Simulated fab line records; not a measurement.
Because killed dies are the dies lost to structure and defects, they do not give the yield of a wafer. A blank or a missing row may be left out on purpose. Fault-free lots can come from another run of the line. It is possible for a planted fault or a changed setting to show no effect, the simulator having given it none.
fab line records -- flow nand_harc
record lots=4, wafers=12, last_day=22
route steps=1159 shown A_ONON_D1@440 A_CHANNEL_HOLE_D1@450 END@1159
lots that met no fault: from a run of the same line without faults
start_h: hours from the record's opening day to when the first of the lot's shown wafers began -- wait_h: hours since the lot's step before -- " the same as in the row above -- L1.1+2: a row that stands for several wafers -- - value missing, or start not given -- * or withheld: withheld -- < > ~ a bound
route shown NAME@n: a module of which the file shows steps, and the number in the route of the first -- usual: mean/standard deviation taken from wafers without a fault -- same: alike in all rows -- chamber/n: place in a boat -- sites: each site's reading -- _std_site: their standard deviation -- _edge_site: outer sites' mean less inner sites' -- radius_mm: for every site, how far away it sits from the centre of the wafer -- mask NAME#n: copy n -- behind: the last tool/chamber to shape the wafer -- hold: why the lot went on hold/how many hours it stayed there/how the hold came to an end -- device: the transistor (n, p or np) that didn't switch -- end of line: tests of these same wafers at the route's end -- a step without rows: its recipe alone -- killed: the dies lost at the first sort to structure and to defects; this is not the yield of the wafer -- map: dies across one wafer; x = killed, . = not, _ = none there
set.NAME: the run value of the setting; set.NAME@STEP: its run value at that earlier step -- model.NAME: the simulator's own value behind a step, which no gauge read
a table for each step, a row for each wafer; lots at some steps of the route
services: the hour from which a tool's chamber was out of use, counted from the record's first day as start_h (under 0 if before that day), plus the number of hours and why
## steps
# step NHARC_A_ONON_D1_DEP_22
# recipe target_thk_a=10000, n2_flow_sccm=2750, n2o_flow_sccm=2000, nh3_flow_sccm=500, sih4_flow_sccm=210, temp_c=400
# step NHARC_A_ONON_D1_DEP_25
# recipe target_thk_a=10000, n2_flow_sccm=2750, n2o_flow_sccm=2000, nh3_flow_sccm=500, sih4_flow_sccm=210, temp_c=400
# step NHARC_A_ONON_D1_DEP_28
# recipe target_thk_a=10000, n2_flow_sccm=2750, n2o_flow_sccm=2000, nh3_flow_sccm=500, sih4_flow_sccm=210, temp_c=400
# step NHARC_A_ONON_D1_DEP_33
# recipe target_thk_a=2000, temp_c=400, pressure_torr=6.5, rf_w=900, teos_flow_sccm=161.4, flow_sccm=2650, target_thk_nm=200, gas=O2, material=SiO2
# step NHARC_A_CHANNEL_HOLE_D1_DEP_00
# recipe target_thk_a=31000, temp_c=400, material=aC
# step NHARC_A_CHANNEL_HOLE_D1_DEP_01
# recipe target_thk_a=1400, target_thk_nm=140, temp_c=400, pressure_torr=3.5, flow_sccm=200, rf_w=350, material=SiON
# usual heater_power_w=784/110
lot.wafer,tool,chamber,start_h,wait_h,heater_power_w
L843.3,pecvd-02,0,177.15,1.0,634
L843.2,pecvd-02,1,177.15,1.0,690
L843.4,pecvd-02,2,177.15,1.0,932
L845.2,pecvd-02,2,188.85,1.3,934
L845.1,pecvd-02,0,188.85,1.3,724
L845.6,pecvd-02,0,188.85,1.3,727
L846.1,pecvd-02,1,196.65,1.6,675
L846.6,pecvd-02,1,196.65,1.6,697
L846.5,pecvd-02,0,196.65,1.6,723
L857.1,pecvd-04,2,262.73,1.6,796
L857.5,pecvd-04,1,262.73,1.6,958
L857.4,pecvd-04,0,262.73,1.6,550
# step NHARC_A_CHANNEL_HOLE_D1_DEHYDRATE_02
# recipe temp_c=150, time_s=120
# step NHARC_A_CHANNEL_HOLE_D1_HMDS_03
# recipe time_s=30
# step NHARC_A_CHANNEL_HOLE_D1_COAT_36
# recipe temp_c=260, time_s=75
# step NHARC_A_CHANNEL_HOLE_D1_COAT_37
# recipe temp_c=225, time_s=65
# step NHARC_A_CHANNEL_HOLE_D1_COAT_04
# recipe spin_rpm=1500, resist_thk_nm=90
# step NHARC_A_CHANNEL_HOLE_D1_SOFTBAKE_05
# recipe temp_c=105, time_s=55
# step NHARC_A_CHANNEL_HOLE_D1_EBR_06
# step NHARC_A_CHANNEL_HOLE_D1_EXPOSE_07
# recipe na=1.35, target_cd_nm=100, sigma_outer=0.3, dose_mj=59.65, mask_id=HOLE_D1
# step NHARC_A_CHANNEL_HOLE_D1_PEB_08
# recipe peb_temp_c=100, peb_time_s=65
# step NHARC_A_CHANNEL_HOLE_D1_DEVELOP_09
# recipe develop_time_s=35, dev_temp_c=23
# step NHARC_A_CHANNEL_HOLE_D1_DESCUM_15
# recipe time_s=3, o2_flow_sccm=200, ar_flow_sccm=0, bias_power_w=0, chemistry=O2
# step NHARC_A_CHANNEL_HOLE_D1_ETCH_38
# recipe target_depth_a=390, over_etch_frac=0.3, time_s=65, ion_energy_ev=80, cf4_flow_sccm=150, ar_flow_sccm=0, rf_w=300, bias_w=100, chemistry=CF4
# step NHARC_A_CHANNEL_HOLE_D1_ETCH_39
# recipe target_depth_a=2600, over_etch_frac=0.3, time_s=325, ion_energy_ev=200, n2_flow_sccm=150, h2_flow_sccm=150, ar_flow_sccm=0, rf_w=400, bias_w=150, chemistry=N2/H2
# step NHARC_A_CHANNEL_HOLE_D1_ETCH_34
# recipe target_depth_a=1540, time_s=77, cf4_flow_sccm=100, chf3_flow_sccm=30, ar_flow_sccm=0, rf_w=500, bias_w=200, chemistry=CF4/CHF3
# step NHARC_A_CHANNEL_HOLE_D1_ETCH_16
# recipe target_depth_a=31000, over_etch_frac=0.3, time_s=806, ion_energy_ev=150, o2_flow_sccm=400, cos_flow_sccm=20, ar_flow_sccm=0, rf_w=500, bias_w=300, chemistry=O2/COS
# step NHARC_A_CHANNEL_HOLE_D1_ETCH_19
# recipe bias_v=1200, source_w=2500, pressure_mtorr=15, time_s=34.5, ar_flow_sccm=375, c4f8_flow_sccm=28.8, o2_flow_sccm=96.2, temp_c=-20, target_depth_a=*, chemistry=C4F8/O2/Ar
# step NHARC_A_CHANNEL_HOLE_D1_ETCH_20
# recipe bias_v=3000, source_w=withheld, pressure_mtorr=20, time_s=361.9, ar_flow_sccm=375, c4f8_flow_sccm=89.3, o2_flow_sccm=35.7, temp_c=-20, target_depth_a=16000, chemistry=C4F8/O2/Ar
# step NHARC_A_CHANNEL_HOLE_D1_ETCH_21
# recipe bias_v=3000, source_w=withheld, pressure_mtorr=20, time_s=514.3, ar_flow_sccm=375, c4f8_flow_sccm=89.3, o2_flow_sccm=35.7, temp_c=-20, target_depth_a=16000, chemistry=C4F8/O2/Ar
# step NHARC_A_CHANNEL_HOLE_D1_ETCH_22
# recipe bias_v=3000, source_w=withheld, pressure_mtorr=20, time_s=666.7, ar_flow_sccm=375, c4f8_flow_sccm=89.3, o2_flow_sccm=35.7, temp_c=-20, target_depth_a=16000, chemistry=C4F8/O2/Ar
# step NHARC_A_CHANNEL_HOLE_D1_ETCH_23
# recipe bias_v=5000, source_w=withheld, pressure_mtorr=20, time_s=819, ar_flow_sccm=375, c4f8_flow_sccm=89.3, o2_flow_sccm=35.7, temp_c=-20, target_depth_a=16000, chemistry=C4F8/O2/Ar
# step NHARC_A_CHANNEL_HOLE_D1_ETCH_24
# recipe bias_v=5000, source_w=withheld, pressure_mtorr=20, time_s=906.2, ar_flow_sccm=375, c4f8_flow_sccm=93.8, o2_flow_sccm=31.2, temp_c=-20, target_depth_a=15000, chemistry=C4F8/O2/Ar
# step NHARC_A_CHANNEL_HOLE_D1_ETCH_25
# recipe bias_v=5000, source_w=withheld, pressure_mtorr=20, time_s=1040.2, ar_flow_sccm=375, c4f8_flow_sccm=93.8, o2_flow_sccm=31.2, temp_c=-20, target_depth_a=15000, chemistry=C4F8/O2/Ar
# step NHARC_A_CHANNEL_HOLE_D1_ETCH_26
# recipe bias_v=300, source_w=2000, pressure_mtorr=30, time_s=224.1, ar_flow_sccm=375, c4f8_flow_sccm=11.4, o2_flow_sccm=113.6, temp_c=-20, target_depth_a=3000, chemistry=C4F8/O2/Ar
# step NHARC_A_CHANNEL_HOLE_D1_ETCH_33
# recipe bias_v=400, source_w=2000, pressure_mtorr=25, time_s=90, ar_flow_sccm=375, c4f8_flow_sccm=41.7, o2_flow_sccm=83.3, temp_c=-20, target_depth_a=4000, chemistry=C4F8/O2/Ar
# step NHARC_A_CHANNEL_HOLE_D1_STRIP_41
# recipe n2_flow_sccm=150, h2_flow_sccm=150, ar_flow_sccm=0, bias_w=0, chemistry=N2/H2
# step NHARC_END_SORT_01
# recipe temp_c=25
# usual killed_at_array=28/11, killed_at_other=0.6/0.85, killed_at_periphery=2.8/2.3, killed_dies=31/11, killed_open=3.1/1.6, killed_short=2.0/1.4
# same gross_dies=677
lot.wafer,tool,chamber,start_h,wait_h,killed_at_array,killed_at_other,killed_at_periphery,killed_dies,killed_open,killed_short
L845.1,prober-02,0,455.52,2.5,539,1,2,542,3,5
L845.2,prober-02,0,456.33,2.8,549,3,2,554,2,0
L846.1,prober-01,0,459.33,2.5,555,0,4,559,4,2
# killed by level:class
L845.1 A_CHANNEL_HOLE_D1:area_dep=525 A_WL_FILL:chamber_film_flake=4 A_STAIRCASE:chamber_film_flake=3 A_CONTACT:geometric_particle:open=2 P_GATE:geometric_particle:short=1 P_CONTACT:geometric_particle:short=1 A_SOURCE_PLATE:geometric_particle:open=1 A_CHANNEL_FILL_D1:geometric_particle:short=1
L845.2 A_CHANNEL_HOLE_D1:area_dep=541 A_CHANNEL_HOLE_D1:chamber_film_flake=3 A_CONTACT:chamber_film_flake=3 THIN_TSV:chamber_film_flake=3 P_CONTACT:geometric_particle:open=1 A_CONTACT:geometric_particle:open=1 P_GATE:chamber_film_flake=1 A_STAIRCASE:chamber_film_flake=1
L846.1 A_CHANNEL_HOLE_D1:area_dep=522 A_CHANNEL_HOLE_D1:chamber_film_flake=13 A_SLIT:chamber_film_flake=7 A_CONTACT:chamber_film_flake=5 A_STAIRCASE:chamber_film_flake=3 P_CONTACT:geometric_particle:open=1 P_M0:geometric_particle:open=1 A_CHANNEL_HOLE_D1:geometric_particle:open=1
# map L845.2 (x killed, . not)
____________.____________
_________......._________
_______..x..xx...._______
______x...x...xx.xx______
_____........xx.xxx._____
____.x..xxxxxxxxx.xx.____
____.xxxxxxxxx.xxx...____
___..xxx.xxxxxxxxxxxx.___
___xx.xxxxxxxxxx.xxxx.___
__..xx.xxxxxxxxxxxxxxx.__
__xxxxxxxxxxxxxxxx..x.x__
_..xxxxx.xxxxxxxxxxxx..._
_xxxxxxxxxxxxxxxxxxxx..._
_..xxxxxxxxxxxxxxxxxxxxx_
_xxxxxxxxxxxxxxxxxxxx.xx_
_..xxxxxxxxxxxxxxxxxxxx._
.xxxxxxxxxxxxxxxxxxxxx..x
.xxxxxxxxxxxxxxxxxxxxx.x.
.xxxxxxxxxxxxxxxxxxxxxx..
xxxxxxxxxxxxxxxxxxxxxxx..
xxxxxxxxxxxxxxxxxxxxxxx..
_xxxxxxxxxxxxxxxxxxxxx.x_
_.xxxxxxxxxxxxxxx.xxxxxx_
_.xxxxxxxxxxxxxxxxxxxxxx_
_...xxxxxxxxxxxxxxxxxxxx_
_xxxxxxxxxxxxxxxxxxxxxx._
__xxxxxxxxxxxxxxxxxxx..__
__.xxxxxxxxxxxxxxxxxxxx__
___x..xxxxxxxxxxxxxxxx___
___...xxxxxxxxxxxxxxxx___
____.xxxxxxxxxxxxxx..____
____.xx.xxxxxxxxxxxxx____
_____xxxxxxxx.xxx.x._____
______.xx...xx.xx.x______
_______xxxxxx.xx.._______
_________x..x.x._________
____________.____________
# map L846.1 (x killed, . not)
____________.____________
_________.x.x..._________
_______xx.xx...x.._______
______...x.xx.x..x.______
_____...xx......x..._____
____...xx.x.xxx.xxxxx____
____..x..xx.xxxxx....____
___...xxxxxxxxx.xx.xx.___
___.x.xx.xxxxxxxxxxxx.___
__.xxx.xxxxxxxxxxxxxxxx__
__...xxxxxxxxxxx.xxxx..__
_.x..xxxxxxxxxxxxxxx.xxx_
_xxxxxxxxxxxxxxxxxxxxxxx_
_.xx.xxxxxxxxxxxxxxxx.xx_
_xxxxxxxxxxxxxxxxxx.xx.x_
_xxxxxxxxxxxxxxxxxxxxxxx_
x.xxxxxxxxxxxxxxxxxxx.xx.
xxxxxxxxxxxxxxxxxxxxxx..x
..xxxxxxxxxxxxxxxxxxxx...
xxxxxxxxxxxxxxxxxxxxxxxx.
.xxxxxxxxxxxxxxxxxxxxxx..
_xxxxxxxxxxxxxxxxxxxxxx._
_x.x.xxxxxxxxxxxxxxxxxxx_
_xxxxxxx.xxxxxxxxxxxxxxx_
_xx.xxxxxxxxxxxxxxxxx.xx_
_xx.xxxxx.xxxxxxxxxxxx.x_
__..xxxxx.xxxxxxxxxxxxx__
__x..xxxxxxxxxxxxxxxxxx__
___xxxxxxxxxxxxxxxxxxx___
___x.xxxxxxxxxxxxxxxxx___
____.xxxxxxxxxxxxx.x.____
____.xxxxxxxxxxxxxxxx____
_____x.xxxxxxxxxxxx._____
______.xxx.xxx.xxx.______
_______xx...xxxxxx_______
_________xxx.xx._________
____________x____________
## services
tool,chamber,start_h,hours,kind
pecvd-02,0,166.01,-,clean
pecvd-02,1,166.01,-,clean
pecvd-02,2,166.01,-,clean
pecvd-04,-,195.00,13.0,pm
pecvd-04,0,195.00,13.0,vent_cycle
pecvd-04,1,195.00,13.0,vent_cycle
pecvd-04,2,195.00,13.0,vent_cycle
pecvd-04,0,208.00,-,clean
pecvd-04,1,208.00,-,clean
pecvd-04,2,208.00,-,clean
pecvd-04,-,222.64,4.0,repair
pecvd-02,2,262.31,14.6,repair
## key
first_sign step=NHARC_END_SORT_01, reading=killed_at_array, direction=up, sigmas=46, usual=28, struck=548
effect step=NHARC_END_SORT_01, reading=killed_dies, direction=up, sigmas=45, usual=31, struck=552
more_kills_born_at NHARC_A_CHANNEL_HOLE_D1_DEP_01@pecvd-02=1588
met_at NHARC_A_CHANNEL_HOLE_D1_DEP_01
struck_wafers L845.1,L845.2,L846.1
later_rows_left_out L845.1,L845.2,L846.1
tester_left_out L845,L846
onset_between 177.15 188.85
fault kind=process_parameter_drift, tool=pecvd-02, chamber=-, onset_h=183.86, steps=NHARC_A_CHANNEL_HOLE_D1_DEP_01, channel=target_thk_a, offset=*, shape=step, end_h=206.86, scope=struck_wafers_only, acts_in=*, stated=*
# tester_left_out: of these lots the tester's yield and bins aren't shown, on N5 and GAA mostly nor the transistor test; their killed dies are dies lost to structure and defects alone, not to doping, threshold or leakage, so they don't give the yield
# later_rows_left_out: the simulator's readings of these wafers behind a module that went badly wrong aren't trusted and aren't shown, but for the sort
